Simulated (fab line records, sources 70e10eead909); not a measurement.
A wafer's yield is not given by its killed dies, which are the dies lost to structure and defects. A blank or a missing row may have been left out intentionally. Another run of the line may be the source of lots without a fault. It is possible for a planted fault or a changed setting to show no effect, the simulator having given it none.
A lot that was struck, set against a sound lot / flow nand_harc / 14 steps out of a route of 1159
Sound: these wafers, L844.1, L844.3, L844.5. Struck: wafers L850.2, L850.5. (L850.6 of the same lot was not struck and is left out.) The cause comes at the end.
For every step that has rows: the tool of each side, followed by ch and its chambers, followed by its first start. Under that, the readings that differ: sound wafers / struck wafers / difference of the means / sigmas: that difference in standard deviations of wafers without a fault.
alike: readings whose means differ by less than 2 such deviations, and words and numbers that are the same on both sides. not compared: withheld readings, readings that some wafer has no value for, bounds like >300 that may hide the same value, and numbers for which the record gives no deviation and whose values overlap.
Wherever a step has rows on one side only, a row that says differs or no value, or a row with sigmas, the two part there. Numbers that don't overlap but have no deviation are shown without sigmas and don't part them. A reading that every wafer of one side lacks parts them only if that side has two wafers or more.

NHARC_A_STAIRCASE_DESCUM_291: chemistry O2, time 3 s.
  sound on rie_diel-11 ch 1,3, day 12 12:27; struck on rie_diel-03 ch 3, day 14 20:58
  alike: drypump_motor_current_A, oes_product_au, rf_vpp_V, showerhead_plenum_p_Torr, throttle_valve_pct
  not compared: rf_hours_counter_h
NHARC_A_STAIRCASE_ETCH_292: etches the open film in CF4/CHF3.
  sound on rie_diel-11 ch 2,3, day 12 12:32; struck on rie_diel-03 ch 0,1, day 14 21:04
  alike: drypump_motor_current_A, oes_product_au, rf_vpp_V, showerhead_plenum_p_Torr, throttle_valve_pct
  not compared: rf_hours_counter_h
then, 2 steps without rows for these wafers: NHARC_A_STAIRCASE_HM_OPEN_460 (chemistry O2/COS); NHARC_A_STAIRCASE_STRIP_461 (strips in O2/COS).
NHARC_A_STAIRCASE_ETCH_452: etches the open film in CF4/O2, target depth 30 nm, overetch 3 nm, time 16.5 s.
  sound on rie_diel-11 ch 0,1; struck on rie_diel-03 ch 1,3
  alike: drypump_motor_current_A, oes_ar_750_au, oes_product_au, rf_vpp_V, showerhead_plenum_p_Torr, throttle_valve_pct
  not compared: rf_hours_counter_h
NHARC_A_STAIRCASE_ETCH_294: etches the open film in C4F8/O2/Ar, target depth 4992 nm, time 1212.4 s.
  sound on rie_diel-11 ch 0,2; struck on rie_diel-03 ch 0,2
  alike: oes_product_au, rf_vpp_V
  not compared: rf_hours_counter_h
then, 4 steps without rows for these wafers: NHARC_A_STAIRCASE_STRIP_295 (strips in O2); NHARC_A_STAIRCASE_STRIP_296 (strips in SPM, time 900 s); NHARC_A_STAIRCASE_PRECLEAN_297 (cleans in SC1); NHARC_A_STAIRCASE_SRD_298.
NHARC_A_STAIRCASE_HM_DEP_462: deposits aC, target thk 800 nm.
  sound on acl_dep-02 ch 0, day 12 15:32; struck on acl_dep-01 ch 0, day 14 23:56
  alike: throttle_valve_pct
NHARC_A_STAIRCASE_DEP_301: deposits SiON, target thk 30 nm.
  sound on pecvd-03 ch 0,1,2, day 12 17:23; struck on pecvd-04 ch 0, day 15 01:46
reading=rf_fwd_power_W (W); sound=349.1 350.2 345.3; struck=208.8 210.6; difference=-138.5; sigmas=-99 or more
reading=showerhead_vpp_V (V); sound=1182 1097 1067; struck=882 881; difference=-234; sigmas=-6
  alike: heater_power_w
then, 1 step without rows for these wafers: NHARC_A_STAIRCASE_DEHYDRATE_302 (time 120 s).
-- jump in the record: it breaks off in module A_STAIRCASE and resumes in module END (first step shown: number 1159 of the route), and 8 days separate the struck wafers' starts before and after --
NHARC_END_SORT_01:
  sound on prober-02 ch 0, day 20 15:04; struck on prober-02 ch 0, day 22 17:37
  alike: killed_at_array, killed_at_other, killed_at_periphery, killed_dies, killed_open, killed_short

WHERE THEY PART
NHARC_A_STAIRCASE_DEP_301 only, going by this record. Later steps at which nothing parts them and some readings are alike: NHARC_END_SORT_01.

WHY: the cause the simulator had injected
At NHARC_A_STAIRCASE_DEP_301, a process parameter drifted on pecvd-04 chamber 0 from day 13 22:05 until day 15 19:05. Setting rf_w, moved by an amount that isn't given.
